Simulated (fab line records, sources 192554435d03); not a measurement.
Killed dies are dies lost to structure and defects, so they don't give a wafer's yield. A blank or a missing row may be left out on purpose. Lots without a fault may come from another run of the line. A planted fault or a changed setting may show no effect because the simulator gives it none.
Split-lot experiment | flow n5_finfet | 7 lots, 21 wafers read, on a route of 1938 steps

THE SPLIT
At N5_BEOL_M5_ETCH_68 (etches SOC in N2/H2, target depth 80 nm, overetch 16 nm, time 120 s), the setting bias_w was moved away from the recipe's 150 W on 3 of the 21 wafers read, by +7.5% to +17.1%. The other wafers ran this setting at the recipe's value.

The reading is taken at the split's own step.

THE READING
rf_vpp_V, in V, at N5_BEOL_M5_ETCH_68 (etches SOC in N2/H2, target depth 80 nm, overetch 16 nm, time 120 s). Fault-free wafers of this fab line usually give 523.9 V, standard deviation 2.7 V.

wafer  | tool, chamber at the split | bias_w as run, W | against the recipe | rf_vpp_V, V | against lot-mates on the recipe
L076.1 | rie_diel-06, 0             | 150              | recipe             | 522.4       | -
L076.2 | rie_diel-06, 2             | 150              | recipe             | 519.9       | -
L076.6 | rie_diel-06, 0             | 150              | recipe             | 522.2       | -
L082.2 | rie_diel-02, 3             | 150              | recipe             | 521.2       | -
L082.3 | rie_diel-02, 2             | 150              | recipe             | 525.8       | -
L082.4 | rie_diel-02, 2             | 150              | recipe             | 525.0       | -
L089.2 | rie_diel-02, 2             | 150              | recipe             | 524.6       | -
L089.3 | rie_diel-02, 0             | 150              | recipe             | 521.6       | -
L089.5 | rie_diel-02, 0             | 161.2            | +7.5%              | 547.4       | +24.3
L087.2 | rie_diel-06, 3             | 150              | recipe             | 523.3       | -
L087.3 | rie_diel-06, 0             | 150              | recipe             | 521.2       | -
L087.6 | rie_diel-06, 3             | 169.8            | +13.2%             | 563.8       | +41.5
L092.1 | rie_diel-03, 3             | 150              | recipe             | 527.0       | -
L092.3 | rie_diel-03, 2             | 150              | recipe             | 529.6       | -
L092.6 | rie_diel-03, 0             | 150              | recipe             | 520.8       | -
L094.1 | rie_diel-03, 2             | 150              | recipe             | 528.6       | -
L094.3 | rie_diel-03, 0             | 150              | recipe             | 522.1       | -
L094.4 | rie_diel-03, 1             | 150              | recipe             | 526.4       | -
L097.1 | rie_diel-03, 2             | 150              | recipe             | 528.2       | -
L097.3 | rie_diel-03, 0             | 150              | recipe             | 521.7       | -
L097.5 | rie_diel-03, 2             | 175.6            | +17.1%             | 583.9       | +58.9

THE FIT
A straight line over all 21 wafers: rf_vpp_V changes by +3.31 V for each +1% of bias_w; r = +0.98; the points scatter about the line by 3.1 V.
The same after taking each lot's own level away (the mean of its wafers on the recipe; 21 wafers): +3.33 V for each +1%; r = +0.99; scatter 2.5 V.
On that fit, the largest move of bias_w shifts the reading by 57 V.
The lots' own levels span 521.50 to 525.80 V, that is 1.6 times the standard deviation above.
So the lot-to-lot level changes the slope little: the two slopes agree.
Check: with one of the wafers moved furthest among these (+17.1%) left out of the fit, the line predicts +54.2 V for it against its lot-mates. It came out at +58.9 V against them.
Tool readings at the split's step, against how far the setting was moved: rf_vpp_V r = +0.98.

OTHER SPLITS ON THESE WAFERS
These wafers also went through other splits before the reading. Each is held against what the fit with the lots' levels taken away leaves over:
other split on the same wafers | wafers away from the commonest value | r with rf_vpp_V (lot level and that fit taken away)
N5_BEOL_M3_COAT_05 spin_rpm    | 9                                    | +0.10

THE WHOLE CHAIN: every reading that the file lists as answering this split, in the file's order
step               | what it does                                                        | reading                                                                          | change (the file's fit)                | r (the file's)
N5_BEOL_M5_ETCH_68 | etches SOC in N2/H2, target depth 80 nm, overetch 16 nm, time 120 s | rf_vpp_V                                                                         | +3.33 V for each +1% of the setting    | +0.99
N5_BEOL_M5_ETCH_68 | etches SOC in N2/H2, target depth 80 nm, overetch 16 nm, time 120 s | SiARC_of_BEOL_M5_COAT_66.thk_nm (the simulator's own value, which no gauge read) | -0.0649 nm for each +1% of the setting | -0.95

THE FILE'S OWN FIT
rf_vpp_V changes by +3.33 V for each +1% of bias_w, r = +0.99.
